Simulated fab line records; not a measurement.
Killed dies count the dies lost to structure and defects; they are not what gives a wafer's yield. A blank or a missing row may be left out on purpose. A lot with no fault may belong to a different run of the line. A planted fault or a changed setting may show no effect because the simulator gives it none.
Which tool is to blame?    flow nand-harc    72 wafers from 24 lots sampled at 6 of the route's 1302 steps

WHAT THE GAUGES SHOWED, per wafer
NHARC_P_CONTACT_INSPECT_27. Usual: raw-defect-count reads 267 (standard deviation 100).
lot   measured      on                 raw-defect-count  flag
L074  day 6 03:08   defect-inspect-01  251 205 311       
L076  day 6 15:20   defect-inspect-02  136 117 208       
L075  day 6 15:32   defect-inspect-01  288 331 451       
L077  day 7 07:47   defect-inspect-02  246 288 218       
L078  day 7 08:44   defect-inspect-02  442 255 403       
L079  day 7 20:50   defect-inspect-02  196 220 194       
L080  day 8 11:23   defect-inspect-02  190 117 173       
L081  day 9 03:30   defect-inspect-01  190 240 136       
L082  day 9 14:57   defect-inspect-01  314 153 146       
L083  day 9 19:42   defect-inspect-02  174 172 191       
L085  day 10 10:16  defect-inspect-02  204 167 212       
L084  day 10 12:22  defect-inspect-01  269 293 331       
L086  day 10 22:26  defect-inspect-02  267 391 255       
L087  day 11 08:07  defect-inspect-02  293 243 259       
L088  day 12 04:59  defect-inspect-02  256 250 168       
L089  day 12 05:55  defect-inspect-02  259 171 187       
L090  day 12 16:09  defect-inspect-01  266 348 221       
L091  day 13 06:27  defect-inspect-02  399 152 169       
L092  day 13 08:10  defect-inspect-01  470 394 380       
L093  day 13 23:42  defect-inspect-01  283 322 416       
L094  day 14 11:53  defect-inspect-01  266 134 353       
L095  day 14 17:52  defect-inspect-01  288 378 413       
L096  day 15 05:04  defect-inspect-01  225 321 279       
L097  day 15 16:29  defect-inspect-01  264 257 187       

NHARC_P_M1_CD_MEAS_09 targets a cd of 130 nm. Usual: cd-nm reads 130.1 nm (standard deviation 0.53).
lot   measured      on         cd-nm (nm)         flag
L074  day 6 07:56   cd-sem-03  129.6 130.5 130.1  
L076  day 6 20:34   cd-sem-02  130.6 129.9 130.4  
L075  day 6 21:02   cd-sem-03  130.7 130.2 129.9  
L077  day 7 12:57   cd-sem-01  129.7 129.4 130.0  
L078  day 7 13:44   cd-sem-01  130.0 130.1 130.5  
L079  day 8 01:55   cd-sem-02  129.4 129.7 130.7  
L080  day 8 16:22   cd-sem-02  130.1 129.8 130.3  
L081  day 9 08:29   cd-sem-02  129.8 130.6 129.0  
L082  day 9 19:46   cd-sem-03  129.9 129.7 130.2  
L083  day 10 00:32  cd-sem-02  130.4 130.4 130.2  
L085  day 10 15:13  cd-sem-02  130.2 130.6 130.5  
L084  day 10 17:12  cd-sem-03  130.3 130.0 130.3  
L086  day 11 03:10  cd-sem-02  130.3 130.1 130.7  
L087  day 11 12:49  cd-sem-01  130.2 130.3 131.0  
L088  day 12 09:47  cd-sem-03  129.2 129.7 129.9  
L089  day 12 10:56  cd-sem-03  130.7 130.1 130.2  
L090  day 12 20:59  cd-sem-02  130.2 130.0 130.1  
L091  day 13 11:28  cd-sem-03  130.2 129.4 129.5  
L092  day 13 13:03  cd-sem-03  129.6 129.4 129.0  
L093  day 14 05:23  cd-sem-03  129.9 130.0 129.8  
L094  day 14 17:01  cd-sem-03  130.3 130.0 130.4  
L095  day 14 22:46  cd-sem-01  130.4 131.3 130.3  
L096  day 15 10:08  cd-sem-02  130.3 130.4 130.6  
L097  day 15 21:28  cd-sem-02  130.6 130.3 130.8  

NHARC_P_M2_CD_MEAS_09 targets a cd of 170 nm. Usual: cd-nm reads 169.9 nm (standard deviation 0.7).
lot   measured      on         cd-nm (nm)         flag
L074  day 6 12:05   cd-sem-03  170.0 170.1 169.7  
L076  day 7 01:13   cd-sem-03  171.6 170.4 171.3  
L075  day 7 01:23   cd-sem-01  170.4 169.7 169.5  
L077  day 7 17:04   cd-sem-03  170.8 170.5 170.2  
L078  day 7 18:01   cd-sem-01  170.7 170.4 170.3  
L079  day 8 05:59   cd-sem-02  170.5 170.4 170.7  
L080  day 8 20:34   cd-sem-01  170.4 170.4 170.7  
L081  day 9 12:38   cd-sem-03  168.8 170.1 169.7  
L082  day 9 23:47   cd-sem-01  170.0 169.2 170.9  
L083  day 10 04:35  cd-sem-03  169.0 169.2 170.1  
L085  day 10 19:14  cd-sem-01  169.1 169.5 169.2  
L084  day 10 21:13  cd-sem-03  170.3 170.1 168.9  
L086  day 11 07:36  cd-sem-02  170.1 170.3 170.5  
L087  day 11 16:59  cd-sem-03  170.5 170.1 169.6  
L088  day 12 14:25  cd-sem-01  169.8 170.3 170.2  
L089  day 12 15:05  cd-sem-02  169.0 168.9 169.8  
L090  day 13 01:07  cd-sem-03  169.2 169.4 168.8  
L091  day 13 15:51  cd-sem-01  169.6 169.1 169.1  
L092  day 13 17:07  cd-sem-03  168.6 169.6 169.2  
L093  day 14 09:49  cd-sem-01  170.1 170.7 170.3  
L094  day 14 21:17  cd-sem-03  170.9 171.0 171.9  
L095  day 15 02:59  cd-sem-01  169.4 168.1 169.1  
L096  day 15 14:17  cd-sem-02  169.3 169.4 170.0  
L097  day 16 01:30  cd-sem-03  170.2 170.3 169.3  

EACH LOT AND THE TOOL THAT RAN IT (in order: tool; ch and the chambers of the sampled wafers; start)
lot   NHARC_P_M0_ETCH_15                             NHARC_P_M0_STRIP_18                 NHARC_P_M1_ANNEAL_31
L074  rie-diel-13 ch 0,1,3, day 6 04:29 or earlier   rie-diel-13 ch 0,2, day 6 04:29     rtp-anneal-02 ch 0, day 6 09:58
L076  rie-diel-13 ch 1,3, day 6 17:05 or earlier     rie-diel-13 ch 0,2,3, day 6 17:05   rtp-anneal-02 ch 0, day 6 22:37
L075  rie-diel-13 ch 1,3, day 6 17:25 or earlier     rie-diel-11 ch 0,1, day 6 17:25     rtp-anneal-01 ch 0, day 6 23:02
L077  rie-diel-08 ch 1,3, day 7 09:23 or earlier     rie-diel-13 ch 0,1,2, day 7 09:23   rtp-anneal-01 ch 0, day 7 14:59
L078  rie-diel-11 ch 0,1,2, day 7 10:15 or earlier   rie-diel-13 ch 0,1,3, day 7 10:15   rtp-anneal-01 ch 0, day 7 15:48
L079  rie-diel-08 ch 1,3, day 7 22:12 or earlier     rie-diel-08 ch 1,3, day 7 22:12     rtp-anneal-01 ch 0, day 8 03:54
L080  rie-diel-08 ch 0,2,3, day 8 12:53 or earlier   rie-diel-08 ch 1,2,3, day 8 12:53   rtp-anneal-01 ch 0, day 8 18:30
L081  rie-diel-08 ch 0,2,3, day 9 05:01 or earlier   rie-diel-11 ch 2,3, day 9 05:01     rtp-anneal-02 ch 0, day 9 10:30
L082  rie-diel-08 ch 0,1,2, day 9 16:24 or earlier   rie-diel-08 ch 0,1,3, day 9 16:24   rtp-anneal-01 ch 0, day 9 21:42
L083  rie-diel-13 ch 0,1,3, day 9 21:05 or earlier   rie-diel-13 ch 0,1,2, day 9 21:05   rtp-anneal-02 ch 0, day 10 02:30
L085  rie-diel-11 ch 0,1,2, day 10 11:44 or earlier  rie-diel-11 ch 2,3, day 10 11:44    rtp-anneal-02 ch 0, day 10 17:19
L084  rie-diel-11 ch 1,2,3, day 10 13:50 or earlier  rie-diel-13 ch 2,3, day 10 13:50    rtp-anneal-01 ch 0, day 10 19:11
L086  rie-diel-08 ch 0,2, day 10 23:50 or earlier    rie-diel-13 ch 2,3, day 10 23:50    rtp-anneal-01 ch 0, day 11 05:24
L087  rie-diel-13 ch 1,2, day 11 09:27 or earlier    rie-diel-13 ch 0,2, day 11 09:27    rtp-anneal-01 ch 0, day 11 14:46
L088  rie-diel-13 ch 0,1,3, day 12 06:23 or earlier  rie-diel-13 ch 0,1,3, day 12 06:23  rtp-anneal-02 ch 0, day 12 12:14
L089  rie-diel-11 ch 1,3, day 12 07:26 or earlier    rie-diel-13 ch 0,1,2, day 12 07:26  rtp-anneal-02 ch 0, day 12 12:55
L090  rie-diel-13 ch 1,2,3, day 12 17:38 or earlier  rie-diel-13 ch 0,1,3, day 12 17:38  rtp-anneal-02 ch 0, day 12 22:55
L091  rie-diel-08 ch 1,3, day 13 07:59 or earlier    rie-diel-13 ch 0,1, day 13 07:59    rtp-anneal-01 ch 0, day 13 13:44
L092  rie-diel-08 ch 1,3, day 13 09:35 or earlier    rie-diel-11 ch 0,1,2, day 13 09:35  rtp-anneal-02 ch 0, day 13 15:02
L093  rie-diel-11 ch 1,2, day 14 01:45 or earlier    rie-diel-11 ch 0,3, day 14 01:45    rtp-anneal-01 ch 0, day 14 07:34
L094  rie-diel-13 ch 2,3, day 14 13:20 or earlier    rie-diel-13 ch 1,2, day 14 13:20    rtp-anneal-02 ch 0, day 14 18:59
L095  rie-diel-13 ch 1,2,3, day 14 19:26 or earlier  rie-diel-11 ch 0,2,3, day 14 19:26  rtp-anneal-01 ch 0, day 15 00:44
L096  rie-diel-08 ch 1,2, day 15 06:30               rie-diel-08 ch 0,1,2, day 15 06:46  rtp-anneal-01 ch 0, day 15 12:05
L097  rie-diel-13 ch 0,1,2, day 15 17:59 or earlier  rie-diel-08 ch 1,2,3, day 15 17:59  rtp-anneal-02 ch 0, day 15 23:25
- NHARC_P_M0_ETCH_15: etches the open film in C4F8/Ar, target depth 150 nm, overetch 15 nm, time 82.5 s.
- NHARC_P_M0_STRIP_18: strips in N2/H2.
- NHARC_P_M1_ANNEAL_31: time 90 s.

AS READ BY THE TOOLS THEMSELVES (means over the sampled wafers that have a number; for cases with no such wafer, the mark the record gives instead)
NHARC_P_M0_ETCH_15. Usual: chamber-pressure-mTorr 24.999 mTorr, standard deviation 0.023; oes-product-au 0.950 a.u., standard deviation 0.024; rf-vpp-V 440.0 V, standard deviation 1.5.
lot   tool         chamber-pressure-mTorr (mTorr)  oes-product-au (a.u.)  rf-vpp-V (V)  flag
L074  rie-diel-13  25.007                          0.971                  439.7         
L076  rie-diel-13  24.985                          0.969                  441.6         
L075  rie-diel-13  25.001                          0.972                  441.0         
L077  rie-diel-08  24.976                          0.925                  440.8         
L078  rie-diel-11  24.990                          0.975                  441.1         
L079  rie-diel-08  25.001                          0.914                  440.8         
L080  rie-diel-08  25.016                          0.918                  440.5         
L081  rie-diel-08  24.994                          0.919                  439.4         
L082  rie-diel-08  25.005                          0.963                  440.8         
L083  rie-diel-13  25.015                          0.969                  438.9         
L085  rie-diel-11  25.006                          0.928                  440.3         
L084  rie-diel-11  25.003                          0.925                  440.9         
L086  rie-diel-08  25.000                          0.945                  440.7         
L087  rie-diel-13  25.007                          0.936                  438.7         
L088  rie-diel-13  25.001                          0.964                  440.3         
L089  rie-diel-11  25.004                          0.959                  441.2         
L090  rie-diel-13  25.018                          0.978                  439.9         
L091  rie-diel-08  25.008                          0.956                  440.6         
L092  rie-diel-08  25.020                          0.970                  440.6         
L093  rie-diel-11  24.980                          0.929                  438.7         
L094  rie-diel-13  24.995                          0.950                  439.0         
L095  rie-diel-13  24.996                          0.981                  440.0         
L096  rie-diel-08  24.994                          0.943                  439.2         
L097  rie-diel-13  24.980                          0.977                  438.9         

NHARC_P_M0_STRIP_18. Usual: chamber-pressure-mTorr 29.995 mTorr, standard deviation 0.027; drypump-motor-current-A 5.6 A, standard deviation 0.39; mfc-ar-sccm 0.009 sccm, standard deviation 0.0096; n2-flow-sccm 150.0 sccm, standard deviation 0.45; oes-product-au 0.999 a.u., standard deviation 0.0093; rf-vpp-V 90.5 V, standard deviation 0.8; showerhead-plenum-p-Torr 2.00 Torr, standard deviation 0.044; throttle-valve-pct 14.172 %, standard deviation 0.0099.
lot   tool         chamber-pressure-mTorr (mTorr)  drypump-motor-current-A (A)  mfc-ar-sccm (sccm)  n2-flow-sccm (sccm)  oes-product-au (a.u.)  rf-vpp-V (V)  showerhead-plenum-p-Torr (Torr)  throttle-valve-pct (%)  flag
L074  rie-diel-13  29.982                          5.5                          0.018               150.2                1.001                  90.3          1.95                             14.169                  
L076  rie-diel-13  29.997                          5.6                          0.014               150.0                1.010                  89.3          1.97                             14.178                  
L075  rie-diel-11  30.024                          5.8                          0.000               150.0                1.006                  91.0          2.04                             14.185                  
L077  rie-diel-13  30.006                          5.5                          0.013               149.9                1.009                  90.0          1.98                             14.170                  
L078  rie-diel-13  30.003                          5.3                          0.006               150.5                1.005                  90.1          2.01                             14.179                  
L079  rie-diel-08  29.994                          5.7                          0.006               150.2                0.993                  91.1          2.04                             14.176                  
L080  rie-diel-08  30.012                          5.9                          0.010               149.9                0.993                  90.8          2.02                             14.176                  
L081  rie-diel-11  30.002                          5.3                          0.006               150.2                1.008                  90.3          2.03                             14.174                  
L082  rie-diel-08  30.012                          5.7                          0.012               149.4                0.989                  90.5          2.03                             14.177                  
L083  rie-diel-13  29.994                          5.5                          0.013               150.1                0.995                  90.2          1.97                             14.172                  
L085  rie-diel-11  30.001                          5.3                          0.006               150.1                1.009                  90.1          2.03                             14.164                  
L084  rie-diel-13  29.989                          6.0                          0.017               150.1                1.005                  90.8          1.96                             14.181                  
L086  rie-diel-13  30.008                          5.9                          0.017               149.9                1.002                  89.9          1.96                             14.168                  
L087  rie-diel-13  30.021                          5.5                          0.018               149.6                0.998                  89.9          1.94                             14.176                  
L088  rie-diel-13  29.997                          5.3                          0.006               149.8                0.995                  90.8          2.00                             14.154                  
L089  rie-diel-13  29.959                          5.5                          0.013               150.2                0.989                  90.9          1.97                             14.173                  
L090  rie-diel-13  29.994                          5.3                          0.006               149.8                1.009                  90.4          2.00                             14.170                  
L091  rie-diel-13  29.985                          5.2                          0.005               149.8                0.995                  90.7          2.01                             14.168                  
L092  rie-diel-11  29.980                          5.7                          0.003               150.4                0.992                  90.3          2.02                             14.168                  
L093  rie-diel-11  29.972                          5.3                          0.000               150.2                1.003                  90.3          2.05                             14.167                  
L094  rie-diel-13  29.998                          5.5                          0.008               149.6                0.990                  90.8          2.00                             14.174                  
L095  rie-diel-11  30.002                          5.4                          0.003               150.2                1.002                  90.8          2.03                             14.175                  
L096  rie-diel-08  30.000                          5.7                          0.018               149.9                0.993                  91.0          2.02                             14.168                  
L097  rie-diel-08  29.981                          5.9                          0.010               150.1                1.003                  90.3          2.01                             14.167                  

NHARC_P_M1_ANNEAL_31. Usual: wafer_temp_C_max reads 226.6 (standard deviation 0.33).
lot   tool           wafer_temp_C_max  flag
L074  rtp-anneal-02  226.6             
L076  rtp-anneal-02  226.9             
L075  rtp-anneal-01  226.3             
L077  rtp-anneal-01  226.8             
L078  rtp-anneal-01  226.5             
L079  rtp-anneal-01  226.4             
L080  rtp-anneal-01  226.5             
L081  rtp-anneal-02  226.7             
L082  rtp-anneal-01  226.8             
L083  rtp-anneal-02  226.8             
L085  rtp-anneal-02  226.9             
L084  rtp-anneal-01  226.3             
L086  rtp-anneal-01  226.9             
L087  rtp-anneal-01  226.6             
L088  rtp-anneal-02  226.3             
L089  rtp-anneal-02  226.3             
L090  rtp-anneal-02  226.6             
L091  rtp-anneal-01  226.1             
L092  rtp-anneal-02  227.0             
L093  rtp-anneal-01  226.5             
L094  rtp-anneal-02  226.6             
L095  rtp-anneal-01  226.4             
L096  rtp-anneal-01  226.5             
L097  rtp-anneal-02  226.5             

THE ANSWER, worked out from the rows above alone
Rule: a lot counts as off when the mean over its wafers that have a number is more than 3 standard deviations away from the usual mean. A lot without any number at a reading at which 4 lots or more have one is off too. Any other lot the step has rows for is counted as sound. First the gauges in route order, then the tools' own readings, where a lot's mean is used as printed above. The first step at which some lot is off is used, and at that step the reading that is off furthest; a lot without a number counts as furthest.
Nothing can be told from this: no lot is off at any reading shown.

WHAT THE SIMULATOR HAD INSERTED
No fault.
